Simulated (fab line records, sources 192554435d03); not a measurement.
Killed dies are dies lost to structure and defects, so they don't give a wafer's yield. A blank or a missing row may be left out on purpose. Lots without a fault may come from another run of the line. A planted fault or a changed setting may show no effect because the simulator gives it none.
One fault seen from 2 desks | flow n5_finfet | each desk has only its own numbers; what lay behind them comes last

THE METROLOGY DESK
What the gauges read, lot by lot, whatever tool the lot ran on: means of the sampled wafers that have a number. A lot is out of limits, marked OUT, if its mean lies more than 4 standard deviations from the usual mean; the brackets give that distance.
Columns: A = M14_THK at N5_BEOL_M14_THK_MEAS_50, usual 551 nm; B = M14_RS at N5_BEOL_M14_RS_MEAS_54, usual 0.0332 ohm/sq
lot  | first seen here | A   | B
L170 | day 12 12:55    | 568 | 0.0327
L175 | day 13 16:11    | 548 | 0.0331
L178 | day 15 02:13    | 553 | 0.0329
L183 | day 15 03:00    | 543 | 0.0333
L179 | day 15 03:13    | 561 | 0.0324
L186 | day 16 08:48    | 551 | 0.0327
This desk's finding: nothing out of limits on any of the 6 lots.

THE TOOL OWNER'S DESK: pecvd-04
The tool's own readings at N5_BEOL_M14_DEP_53 (deposits SiCN from 3MS/NH3, target thk 50 nm, time 17.8 s): means of the sampled wafers that have a number, for each lot that ran on this tool. A lot is out of limits, marked OUT, if its mean lies more than 4 standard deviations from the usual mean; the brackets give that distance.
Columns: A = showerhead_plenum_p_Torr at N5_BEOL_M14_DEP_53, usual 4.160 Torr; B = throttle_valve_pct at N5_BEOL_M14_DEP_53, usual 18.2 %
lot  | first seen here | A     | B
L175 | day 13 16:14    | 4.146 | 18.5
L178 | day 15 02:16    | 4.156 | 18.2
L183 | day 15 03:04    | 4.131 | 18.7
This desk's finding: nothing out of limits on any of the 3 lots.

PUT TOGETHER
The metrology desk saw nothing out of limits.
The tool owner's desk saw nothing out of limits.

WHAT THE SIMULATOR HAD PUT IN
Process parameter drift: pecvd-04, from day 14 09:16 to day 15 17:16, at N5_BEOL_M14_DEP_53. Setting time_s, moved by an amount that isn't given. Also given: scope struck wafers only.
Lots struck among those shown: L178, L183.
